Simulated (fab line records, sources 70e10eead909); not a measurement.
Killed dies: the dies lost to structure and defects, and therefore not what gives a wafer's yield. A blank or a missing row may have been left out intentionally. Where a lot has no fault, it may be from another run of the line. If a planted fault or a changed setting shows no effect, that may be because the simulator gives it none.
fab line records :: flow nand_harc
record:
  lots: 6
  wafers: 18
  last_day: 34
route steps=1302 shown A_SOURCE_PLATE@416 A_ONON_D1@424 END@1302
lots that met no fault: from a run of the same line without faults
start_h: hours from the record's opening day to when the first of the lot's shown wafers began :: wait_h: hours elapsed since this lot's preceding step :: " unchanged from the row above :: L1.1+2: a row that stands for several wafers :: - no value, or no start was given :: * or withheld: withheld :: < > ~ a bound
route shown NAME@n: a module of which the file shows steps, and the number in the route of the first :: usual: average and standard deviation across the fault-free wafers :: same: alike in all rows :: chamber/n: place in a boat :: sites: readings site by site :: _std_site: their standard deviation :: _edge_site: inner sites' mean taken away from outer sites' mean :: radius_mm: how far each site lies from the wafer's centre :: mask NAME#n: copy n :: behind: the most recent tool/chamber to have shaped the wafer :: hold: reason for holding the lot/hours on hold/outcome of the hold :: device: which transistor (n, p or np) failed to switch :: end of line: the tests these same wafers got at the end of their route :: a step with no rows: only its recipe :: killed: the dies lost at the first sort to structure and to defects; this is not the yield of the wafer :: map: a wafer's dies, x killed, . not, _ none there
set.NAME: the setting as run; set.NAME@STEP: as run at that earlier step :: model.NAME: the simulator's own value behind a step, which no gauge read
lots at selected steps of the route; one table per step, one row per wafer
services: when a tool's chamber went out of use (start_h, in hours from the record's first day, below 0 if earlier), for how many hours, and the reason
== steps ==
step: NHARC_A_SOURCE_PLATE_THK_MEAS_09
recipe:
  thk_meas_gauge: ellipsometry
usual:
  thk_nm: 9.7/1.1
lot.wafer: L425.2
tool: film_metro-02
chamber: -
start_h: 164.60
wait_h: 0.4
thk_nm: 10.3

lot.wafer: L425.3
tool: film_metro-02
chamber: -
start_h: 164.60
wait_h: 0.4
thk_nm: 9.7

lot.wafer: L425.5
tool: film_metro-02
chamber: -
start_h: 164.60
wait_h: 0.4
thk_nm: 9.7

lot.wafer: L434.1
tool: film_metro-02
chamber: -
start_h: 266.20
wait_h: 0.4
thk_nm: 10.3

lot.wafer: L434.2
tool: film_metro-02
chamber: -
start_h: 266.20
wait_h: 0.4
thk_nm: 8.7

lot.wafer: L434.3
tool: film_metro-02
chamber: -
start_h: 266.20
wait_h: 0.4
thk_nm: 7.0

lot.wafer: L435.1
tool: film_metro-02
chamber: -
start_h: 271.19
wait_h: 0.4
thk_nm: 10.8

lot.wafer: L435.3
tool: film_metro-02
chamber: -
start_h: 271.19
wait_h: 0.4
thk_nm: 8.6

lot.wafer: L435.4
tool: film_metro-02
chamber: -
start_h: 271.19
wait_h: 0.4
thk_nm: 9.5

lot.wafer: L437.1
tool: film_metro-01
chamber: -
start_h: 294.35
wait_h: 0.4
thk_nm: 8.3

lot.wafer: L437.2
tool: film_metro-01
chamber: -
start_h: 294.35
wait_h: 0.4
thk_nm: 9.5

lot.wafer: L437.5
tool: film_metro-01
chamber: -
start_h: 294.35
wait_h: 0.4
thk_nm: 6.8

lot.wafer: L443.1
tool: film_metro-02
chamber: -
start_h: 356.08
wait_h: 0.4
thk_nm: 9.7

lot.wafer: L443.2
tool: film_metro-02
chamber: -
start_h: 356.08
wait_h: 0.4
thk_nm: 9.3

lot.wafer: L443.3
tool: film_metro-02
chamber: -
start_h: 356.08
wait_h: 0.4
thk_nm: 8.8

lot.wafer: L446.2
tool: film_metro-01
chamber: -
start_h: 377.06
wait_h: 0.4
thk_nm: 10.1

lot.wafer: L446.4
tool: film_metro-01
chamber: -
start_h: 377.06
wait_h: 0.4
thk_nm: 10.4

lot.wafer: L446.6
tool: film_metro-01
chamber: -
start_h: 377.06
wait_h: 0.4
thk_nm: 9.6
step: NHARC_A_SOURCE_PLATE_PVD_04
recipe:
  target_thk_a: 500
  material: WSi2
step: NHARC_A_SOURCE_PLATE_CVD_03
recipe:
  target_thk_a: 2000
  temp_c: 620
  pressure_mtorr: 200
  time_s: 4000
  material: poly-Si
step: NHARC_A_SOURCE_PLATE_ANNEAL_05
recipe:
  temp_c: 850
  time_s: 1800
step: NHARC_A_SOURCE_PLATE_THK_MEAS_06
recipe:
  thk_meas_gauge: ellipsometry
usual:
  thk_nm: 199.8/2.4
lot.wafer: L425.2
tool: film_metro-01
chamber: -
start_h: 177.64
wait_h: 0.4
thk_nm: 199.2

lot.wafer: L425.3
tool: film_metro-01
chamber: -
start_h: 177.64
wait_h: 0.4
thk_nm: 199.5

lot.wafer: L425.5
tool: film_metro-01
chamber: -
start_h: 177.64
wait_h: 0.4
thk_nm: 197.0

lot.wafer: L434.1
tool: film_metro-02
chamber: -
start_h: 279.09
wait_h: 0.4
thk_nm: 202.1

lot.wafer: L434.2
tool: film_metro-02
chamber: -
start_h: 279.09
wait_h: 0.4
thk_nm: 203.2

lot.wafer: L434.3
tool: film_metro-02
chamber: -
start_h: 279.09
wait_h: 0.4
thk_nm: 203.2

lot.wafer: L435.1
tool: film_metro-01
chamber: -
start_h: 286.40
wait_h: 0.4
thk_nm: 203.4

lot.wafer: L435.3
tool: film_metro-01
chamber: -
start_h: 286.40
wait_h: 0.4
thk_nm: 199.5

lot.wafer: L435.4
tool: film_metro-01
chamber: -
start_h: 286.40
wait_h: 0.4
thk_nm: 202.3

lot.wafer: L437.1
tool: film_metro-01
chamber: -
start_h: 307.32
wait_h: 0.4
thk_nm: 199.9

lot.wafer: L437.2
tool: film_metro-01
chamber: -
start_h: 307.32
wait_h: 0.4
thk_nm: 198.7

lot.wafer: L437.5
tool: film_metro-01
chamber: -
start_h: 307.32
wait_h: 0.4
thk_nm: 200.0

lot.wafer: L443.1
tool: film_metro-02
chamber: -
start_h: 368.76
wait_h: 0.4
thk_nm: 196.0

lot.wafer: L443.2
tool: film_metro-02
chamber: -
start_h: 368.76
wait_h: 0.4
thk_nm: 195.2

lot.wafer: L443.3
tool: film_metro-02
chamber: -
start_h: 368.76
wait_h: 0.4
thk_nm: 198.2

lot.wafer: L446.2
tool: film_metro-01
chamber: -
start_h: 393.33
wait_h: 0.4
thk_nm: 197.2

lot.wafer: L446.4
tool: film_metro-01
chamber: -
start_h: 393.33
wait_h: 0.4
thk_nm: 197.3

lot.wafer: L446.6
tool: film_metro-01
chamber: -
start_h: 393.33
wait_h: 0.4
thk_nm: 199.5
step: NHARC_A_SOURCE_PLATE_INSPECT_08
usual:
  raw_defect_count: 55/22
lot.wafer: L425.2
tool: defect_inspect-02
chamber: -
start_h: 177.75
wait_h: 0.0
raw_defect_count: 29

lot.wafer: L425.3
tool: defect_inspect-02
chamber: -
start_h: 177.75
wait_h: 0.0
raw_defect_count: 32

lot.wafer: L425.5
tool: defect_inspect-02
chamber: -
start_h: 177.75
wait_h: 0.0
raw_defect_count: 20

lot.wafer: L434.1
tool: defect_inspect-02
chamber: -
start_h: 279.15
wait_h: 0.0
raw_defect_count: 88

lot.wafer: L434.2
tool: defect_inspect-02
chamber: -
start_h: 279.15
wait_h: 0.0
raw_defect_count: 50

lot.wafer: L434.3
tool: defect_inspect-02
chamber: -
start_h: 279.15
wait_h: 0.0
raw_defect_count: 56

lot.wafer: L435.1
tool: defect_inspect-01
chamber: -
start_h: 286.47
wait_h: 0.0
raw_defect_count: 32

lot.wafer: L435.3
tool: defect_inspect-01
chamber: -
start_h: 286.47
wait_h: 0.0
raw_defect_count: 37

lot.wafer: L435.4
tool: defect_inspect-01
chamber: -
start_h: 286.47
wait_h: 0.0
raw_defect_count: 35

lot.wafer: L437.1
tool: defect_inspect-01
chamber: -
start_h: 307.40
wait_h: 0.0
raw_defect_count: 58

lot.wafer: L437.2
tool: defect_inspect-01
chamber: -
start_h: 307.40
wait_h: 0.0
raw_defect_count: 52

lot.wafer: L437.5
tool: defect_inspect-01
chamber: -
start_h: 307.40
wait_h: 0.0
raw_defect_count: 42

lot.wafer: L443.1
tool: defect_inspect-02
chamber: -
start_h: 368.87
wait_h: 0.0
raw_defect_count: 47

lot.wafer: L443.2
tool: defect_inspect-02
chamber: -
start_h: 368.87
wait_h: 0.0
raw_defect_count: 46

lot.wafer: L443.3
tool: defect_inspect-02
chamber: -
start_h: 368.87
wait_h: 0.0
raw_defect_count: 46

lot.wafer: L446.2
tool: defect_inspect-01
chamber: -
start_h: 393.41
wait_h: 0.0
raw_defect_count: 33

lot.wafer: L446.4
tool: defect_inspect-01
chamber: -
start_h: 393.41
wait_h: 0.0
raw_defect_count: 28

lot.wafer: L446.6
tool: defect_inspect-01
chamber: -
start_h: 393.41
wait_h: 0.0
raw_defect_count: 48
step: NHARC_A_ONON_D1_DEP_00
recipe:
  target_thk_a: 10000
  n2_flow_sccm: 2750
  n2o_flow_sccm: 2000
  nh3_flow_sccm: 500
  sih4_flow_sccm: 210
  temp_c: 400
step: NHARC_A_ONON_D1_THK_MEAS_02
recipe:
  thk_meas_gauge: ellipsometry
usual:
  thk_nm: 1002/9.2
lot.wafer: L425.2
tool: film_metro-01
chamber: -
start_h: 178.33
wait_h: -
thk_nm: 1009

lot.wafer: L425.3
tool: film_metro-01
chamber: -
start_h: 178.33
wait_h: -
thk_nm: 1007

lot.wafer: L425.5
tool: film_metro-01
chamber: -
start_h: 178.33
wait_h: -
thk_nm: 1009

lot.wafer: L434.1
tool: film_metro-02
chamber: -
start_h: 279.73
wait_h: -
thk_nm: 1003

lot.wafer: L434.2
tool: film_metro-02
chamber: -
start_h: 279.73
wait_h: -
thk_nm: 1003

lot.wafer: L434.3
tool: film_metro-02
chamber: -
start_h: 279.73
wait_h: -
thk_nm: 1003

lot.wafer: L435.1
tool: film_metro-02
chamber: -
start_h: 287.04
wait_h: -
thk_nm: 985

lot.wafer: L435.3
tool: film_metro-02
chamber: -
start_h: 287.04
wait_h: -
thk_nm: 986

lot.wafer: L435.4
tool: film_metro-02
chamber: -
start_h: 287.04
wait_h: -
thk_nm: 985

lot.wafer: L437.1
tool: film_metro-02
chamber: -
start_h: 307.97
wait_h: -
thk_nm: 1010

lot.wafer: L437.2
tool: film_metro-02
chamber: -
start_h: 307.97
wait_h: -
thk_nm: 1010

lot.wafer: L437.5
tool: film_metro-02
chamber: -
start_h: 307.97
wait_h: -
thk_nm: 1012

lot.wafer: L443.1
tool: film_metro-01
chamber: -
start_h: 369.45
wait_h: -
thk_nm: 993

lot.wafer: L443.2
tool: film_metro-01
chamber: -
start_h: 369.45
wait_h: -
thk_nm: 991

lot.wafer: L443.3
tool: film_metro-01
chamber: -
start_h: 369.45
wait_h: -
thk_nm: 995

lot.wafer: L446.2
tool: film_metro-02
chamber: -
start_h: 393.99
wait_h: -
thk_nm: 1000

lot.wafer: L446.4
tool: film_metro-02
chamber: -
start_h: 393.99
wait_h: -
thk_nm: 1000

lot.wafer: L446.6
tool: film_metro-02
chamber: -
start_h: 393.99
wait_h: -
thk_nm: 1001
step: NHARC_A_ONON_D1_DEP_03
recipe:
  target_thk_a: 10000
  n2_flow_sccm: 2750
  n2o_flow_sccm: 2000
  nh3_flow_sccm: 500
  sih4_flow_sccm: 210
  temp_c: 400
step: NHARC_A_ONON_D1_THK_MEAS_05
recipe:
  thk_meas_gauge: ellipsometry
usual:
  thk_nm: 1001/9.9
lot.wafer: L425.2
tool: film_metro-02
chamber: -
start_h: 178.90
wait_h: -
thk_nm: 992

lot.wafer: L425.3
tool: film_metro-02
chamber: -
start_h: 178.90
wait_h: -
thk_nm: 994

lot.wafer: L425.5
tool: film_metro-02
chamber: -
start_h: 178.90
wait_h: -
thk_nm: 993

lot.wafer: L434.1
tool: film_metro-01
chamber: -
start_h: 280.30
wait_h: -
thk_nm: 1005

lot.wafer: L434.2
tool: film_metro-01
chamber: -
start_h: 280.30
wait_h: -
thk_nm: 1005

lot.wafer: L434.3
tool: film_metro-01
chamber: -
start_h: 280.30
wait_h: -
thk_nm: 1005

lot.wafer: L435.1
tool: film_metro-02
chamber: -
start_h: 287.61
wait_h: -
thk_nm: 991

lot.wafer: L435.3
tool: film_metro-02
chamber: -
start_h: 287.61
wait_h: -
thk_nm: 992

lot.wafer: L435.4
tool: film_metro-02
chamber: -
start_h: 287.61
wait_h: -
thk_nm: 992

lot.wafer: L437.1
tool: film_metro-01
chamber: -
start_h: 308.54
wait_h: -
thk_nm: 1014

lot.wafer: L437.2
tool: film_metro-01
chamber: -
start_h: 308.54
wait_h: -
thk_nm: 1013

lot.wafer: L437.5
tool: film_metro-01
chamber: -
start_h: 308.54
wait_h: -
thk_nm: 1015

lot.wafer: L443.1
tool: film_metro-01
chamber: -
start_h: 370.02
wait_h: -
thk_nm: 1000

lot.wafer: L443.2
tool: film_metro-01
chamber: -
start_h: 370.02
wait_h: -
thk_nm: 1003

lot.wafer: L443.3
tool: film_metro-01
chamber: -
start_h: 370.02
wait_h: -
thk_nm: 1001

lot.wafer: L446.2
tool: film_metro-02
chamber: -
start_h: 394.56
wait_h: -
thk_nm: 995

lot.wafer: L446.4
tool: film_metro-02
chamber: -
start_h: 394.56
wait_h: -
thk_nm: 991

lot.wafer: L446.6
tool: film_metro-02
chamber: -
start_h: 394.56
wait_h: -
thk_nm: 992
step: NHARC_A_ONON_D1_DEP_06
recipe:
  target_thk_a: 10000
  n2_flow_sccm: 2750
  n2o_flow_sccm: 2000
  nh3_flow_sccm: 500
  sih4_flow_sccm: 210
  temp_c: 400
lot.wafer: L425.2+3+5
tool: pecvd_onon-02
chamber: 0
start_h: 179.01
wait_h: 0.1

lot.wafer: L434.1+2+3
tool: pecvd_onon-03
chamber: 0
start_h: 280.36
wait_h: 0.1

lot.wafer: L435.1+3+4
tool: pecvd_onon-02
chamber: 0
start_h: 287.66
wait_h: 0.1

lot.wafer: L437.1+2+5
tool: pecvd_onon-02
chamber: 0
start_h: 308.60
wait_h: 0.1

lot.wafer: L443.1+2+3
tool: pecvd_onon-03
chamber: 0
start_h: 370.08
wait_h: 0.1

lot.wafer: L446.2+4+6
tool: pecvd_onon-03
chamber: 0
start_h: 394.67
wait_h: 0.1
step: NHARC_A_ONON_D1_THK_MEAS_08
recipe:
  thk_meas_gauge: ellipsometry
usual:
  thk_nm: 1004/13
lot.wafer: L425.2
tool: film_metro-02
chamber: -
start_h: 179.46
wait_h: -
thk_nm: 996

lot.wafer: L425.3
tool: film_metro-02
chamber: -
start_h: 179.46
wait_h: -
thk_nm: 995

lot.wafer: L425.5
tool: film_metro-02
chamber: -
start_h: 179.46
wait_h: -
thk_nm: 995

lot.wafer: L434.1
tool: film_metro-02
chamber: -
start_h: 280.87
wait_h: -
thk_nm: 981

lot.wafer: L434.2
tool: film_metro-02
chamber: -
start_h: 280.87
wait_h: -
thk_nm: 983

lot.wafer: L434.3
tool: film_metro-02
chamber: -
start_h: 280.87
wait_h: -
thk_nm: 980

lot.wafer: L435.1
tool: film_metro-02
chamber: -
start_h: 288.18
wait_h: -
thk_nm: 1013

lot.wafer: L435.3
tool: film_metro-02
chamber: -
start_h: 288.18
wait_h: -
thk_nm: 1015

lot.wafer: L435.4
tool: film_metro-02
chamber: -
start_h: 288.18
wait_h: -
thk_nm: 731

lot.wafer: L437.1
tool: film_metro-01
chamber: -
start_h: 309.11
wait_h: -
thk_nm: 1008

lot.wafer: L437.2
tool: film_metro-01
chamber: -
start_h: 309.11
wait_h: -
thk_nm: 725

lot.wafer: L437.5
tool: film_metro-01
chamber: -
start_h: 309.11
wait_h: -
thk_nm: 725

lot.wafer: L443.1
tool: film_metro-01
chamber: -
start_h: 370.58
wait_h: -
thk_nm: 1005

lot.wafer: L443.2
tool: film_metro-01
chamber: -
start_h: 370.58
wait_h: -
thk_nm: 1005

lot.wafer: L443.3
tool: film_metro-01
chamber: -
start_h: 370.58
wait_h: -
thk_nm: 1001

lot.wafer: L446.2
tool: film_metro-01
chamber: -
start_h: 395.12
wait_h: -
thk_nm: 987

lot.wafer: L446.4
tool: film_metro-01
chamber: -
start_h: 395.12
wait_h: -
thk_nm: 986

lot.wafer: L446.6
tool: film_metro-01
chamber: -
start_h: 395.12
wait_h: -
thk_nm: 987
step: NHARC_A_ONON_D1_DEP_09
recipe:
  target_thk_a: 10000
  n2_flow_sccm: 2750
  n2o_flow_sccm: 2000
  nh3_flow_sccm: 500
  sih4_flow_sccm: 210
  temp_c: 400
step: NHARC_END_SORT_01
recipe:
  temp_c: 25
usual:
  killed_at_array: 56/19
  killed_at_other: 1.0/1.3
  killed_at_periphery: 3.8/2.2
  killed_dies: 61/19
  killed_open: 3.1/1.9
  killed_short: 2.3/1.5
same:
  gross_dies: 677
lot.wafer: L434.1
tool: prober-02
chamber: 0
start_h: 675.34
wait_h: 2.5
killed_at_array: 71
killed_at_other: 0
killed_at_periphery: 2
killed_dies: 73
killed_open: 2
killed_short: 2

lot.wafer: L434.2
tool: prober-02
chamber: 0
start_h: 676.14
wait_h: 2.8
killed_at_array: 71
killed_at_other: 1
killed_at_periphery: 0
killed_dies: 72
killed_open: 2
killed_short: 0

lot.wafer: L435.4
tool: prober-01
chamber: 0
start_h: 683.38
wait_h: 3.4
killed_at_array: 674
killed_at_other: 1
killed_at_periphery: 2
killed_dies: 677
killed_open: 4
killed_short: 2

lot.wafer: L437.1
tool: prober-01
chamber: 0
start_h: 704.31
wait_h: 2.5
killed_at_array: 49
killed_at_other: 1
killed_at_periphery: 2
killed_dies: 52
killed_open: 1
killed_short: 1

lot.wafer: L437.2
tool: prober-01
chamber: 0
start_h: 705.11
wait_h: 2.8
killed_at_array: 676
killed_at_other: 0
killed_at_periphery: 1
killed_dies: 677
killed_open: 2
killed_short: 1

lot.wafer: L437.5
tool: prober-01
chamber: 0
start_h: 707.52
wait_h: 3.7
killed_at_array: 672
killed_at_other: 3
killed_at_periphery: 2
killed_dies: 677
killed_open: 2
killed_short: 3
killed by level:class
L434.1 A_CHANNEL_HOLE_D1:chamber_film_flake=34 A_SLIT:chamber_film_flake=27 A_CONTACT:chamber_film_flake=2 A_WL_FILL:chamber_film_flake=2 P_STI:geometric_particle:open=1 P_M0:geometric_particle:open=1 A_ONON_D1:geometric_particle:short=1 A_CHANNEL_FILL_D2:geometric_particle:short=1
L434.2 A_CHANNEL_HOLE_D1:chamber_film_flake=36 A_SLIT:chamber_film_flake=25 A_CONTACT:chamber_film_flake=5 A_CONTACT:geometric_particle:open=2 A_CHANNEL_FILL_D1:chamber_film_flake=1 A_CHANNEL_FILL_D2:chamber_film_flake=1 A_STAIRCASE:chamber_film_flake=1 THIN_TSV:chamber_film_flake=1
L435.4 A_ONON_D1:area_dep=658 A_CHANNEL_HOLE_D1:chamber_film_flake=7 A_CONTACT:chamber_film_flake=2 P_CONTACT:geometric_particle:open=1 A_SOURCE_PLATE:geometric_particle:open=1 A_WL_FILL:geometric_particle:short=1 A_WL_FILL:geometric_particle:open=1 A_M0:geometric_particle:short=1
L437.1 A_CHANNEL_HOLE_D1:chamber_film_flake=31 A_CONTACT:chamber_film_flake=6 A_STAIRCASE:chamber_film_flake=3 P_GATE:chamber_film_flake=2 A_SLIT:chamber_film_flake=2 A_WL_FILL:chamber_film_flake=2 A_BONDPAD:chamber_film_flake=2 A_ONON_D1:geometric_particle:short=1
L437.2 A_ONON_D1:area_dep=625 A_CHANNEL_HOLE_D1:chamber_film_flake=31 A_SLIT:chamber_film_flake=7 A_CONTACT:chamber_film_flake=4 A_STAIRCASE:chamber_film_flake=3 A_BONDPAD:chamber_film_flake=2 A_SOURCE_PLATE:geometric_particle:short=1 A_DECK1_JOINT:geometric_particle:open=1
L437.5 A_ONON_D1:area_dep=621 A_CHANNEL_HOLE_D1:chamber_film_flake=29 A_CONTACT:chamber_film_flake=9 THIN_TSV:chamber_film_flake=3 A_DECK1_JOINT:geometric_particle:open=2 A_STAIRCASE:chamber_film_flake=2 A_SLIT:chamber_film_flake=2 A_BONDPAD:chamber_film_flake=2
map L435.4 (x killed, . not)
____________x____________
_________xxxxxxx_________
_______xxxxxxxxxxx_______
______xxxxxxxxxxxxx______
_____xxxxxxxxxxxxxxx_____
____xxxxxxxxxxxxxxxxx____
____xxxxxxxxxxxxxxxxx____
___xxxxxxxxxxxxxxxxxxx___
___xxxxxxxxxxxxxxxxxxx___
__xxxxxxxxxxxxxxxxxxxxx__
__xxxxxxxxxxxxxxxxxxxxx__
_xxxxxxxxxxxxxxxxxxxxxxx_
_xxxxxxxxxxxxxxxxxxxxxxx_
_xxxxxxxxxxxxxxxxxxxxxxx_
_xxxxxxxxxxxxxxxxxxxxxxx_
_xxxxxxxxxxxxxxxxxxxxxxx_
xxxxxxxxxxxxxxxxxxxxxxxxx
xxxxxxxxxxxxxxxxxxxxxxxxx
xxxxxxxxxxxxxxxxxxxxxxxxx
xxxxxxxxxxxxxxxxxxxxxxxxx
xxxxxxxxxxxxxxxxxxxxxxxxx
_xxxxxxxxxxxxxxxxxxxxxxx_
_xxxxxxxxxxxxxxxxxxxxxxx_
_xxxxxxxxxxxxxxxxxxxxxxx_
_xxxxxxxxxxxxxxxxxxxxxxx_
_xxxxxxxxxxxxxxxxxxxxxxx_
__xxxxxxxxxxxxxxxxxxxxx__
__xxxxxxxxxxxxxxxxxxxxx__
___xxxxxxxxxxxxxxxxxxx___
___xxxxxxxxxxxxxxxxxxx___
____xxxxxxxxxxxxxxxxx____
____xxxxxxxxxxxxxxxxx____
_____xxxxxxxxxxxxxxx_____
______xxxxxxxxxxxxx______
_______xxxxxxxxxxx_______
_________xxxxxxx_________
____________x____________
map L437.2 (x killed, . not)
____________x____________
_________xxxxxxx_________
_______xxxxxxxxxxx_______
______xxxxxxxxxxxxx______
_____xxxxxxxxxxxxxxx_____
____xxxxxxxxxxxxxxxxx____
____xxxxxxxxxxxxxxxxx____
___xxxxxxxxxxxxxxxxxxx___
___xxxxxxxxxxxxxxxxxxx___
__xxxxxxxxxxxxxxxxxxxxx__
__xxxxxxxxxxxxxxxxxxxxx__
_xxxxxxxxxxxxxxxxxxxxxxx_
_xxxxxxxxxxxxxxxxxxxxxxx_
_xxxxxxxxxxxxxxxxxxxxxxx_
_xxxxxxxxxxxxxxxxxxxxxxx_
_xxxxxxxxxxxxxxxxxxxxxxx_
xxxxxxxxxxxxxxxxxxxxxxxxx
xxxxxxxxxxxxxxxxxxxxxxxxx
xxxxxxxxxxxxxxxxxxxxxxxxx
xxxxxxxxxxxxxxxxxxxxxxxxx
xxxxxxxxxxxxxxxxxxxxxxxxx
_xxxxxxxxxxxxxxxxxxxxxxx_
_xxxxxxxxxxxxxxxxxxxxxxx_
_xxxxxxxxxxxxxxxxxxxxxxx_
_xxxxxxxxxxxxxxxxxxxxxxx_
_xxxxxxxxxxxxxxxxxxxxxxx_
__xxxxxxxxxxxxxxxxxxxxx__
__xxxxxxxxxxxxxxxxxxxxx__
___xxxxxxxxxxxxxxxxxxx___
___xxxxxxxxxxxxxxxxxxx___
____xxxxxxxxxxxxxxxxx____
____xxxxxxxxxxxxxxxxx____
_____xxxxxxxxxxxxxxx_____
______xxxxxxxxxxxxx______
_______xxxxxxxxxxx_______
_________xxxxxxx_________
____________x____________
== services ==
tool: pecvd_onon-02
chamber: -
start_h: 185.09
hours: 13.0
kind: pm

tool: pecvd_onon-03
chamber: -
start_h: 227.00
hours: 13.0
kind: pm

tool: pecvd_onon-02
chamber: -
start_h: 366.09
hours: 13.0
kind: pm
== key ==
first_sign:
  step: NHARC_A_ONON_D1_THK_MEAS_08
  reading: thk_nm
  direction: down
  sigmas: 22
  usual: 1004
  struck: 727
effect:
  step: NHARC_END_SORT_01
  reading: killed_at_array
  direction: up
  sigmas: 33
  usual: 56
  struck: 674
more_kills_born_at:
  NHARC_A_ONON_D1_DEP_06@pecvd_onon-02: 1904
met_at NHARC_A_ONON_D1_DEP_06
struck_wafers L435.4,L437.2,L437.5
later_rows_left_out L435.4,L437.2,L437.5
tester_left_out L435,L437
onset_between 179.01 287.66
fault:
  kind: process_parameter_drift
  tool: pecvd_onon-02
  chamber: -
  onset_h: 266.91
  steps: NHARC_A_ONON_D1_DEP_06
  channel: target_thk_a
  offset: *
  shape: step
  end_h: 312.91
  scope: struck_wafers_only
  acts_in: *
  stated: *
tester_left_out: of these lots the tester's yield and bins aren't shown, on N5 and GAA mostly nor the transistor test; their killed dies are dies lost to structure and defects alone, not to doping, threshold or leakage, so they don't give the yield
later_rows_left_out: the simulator's readings of these wafers behind a module that went badly wrong aren't trusted and aren't shown, but for the sort
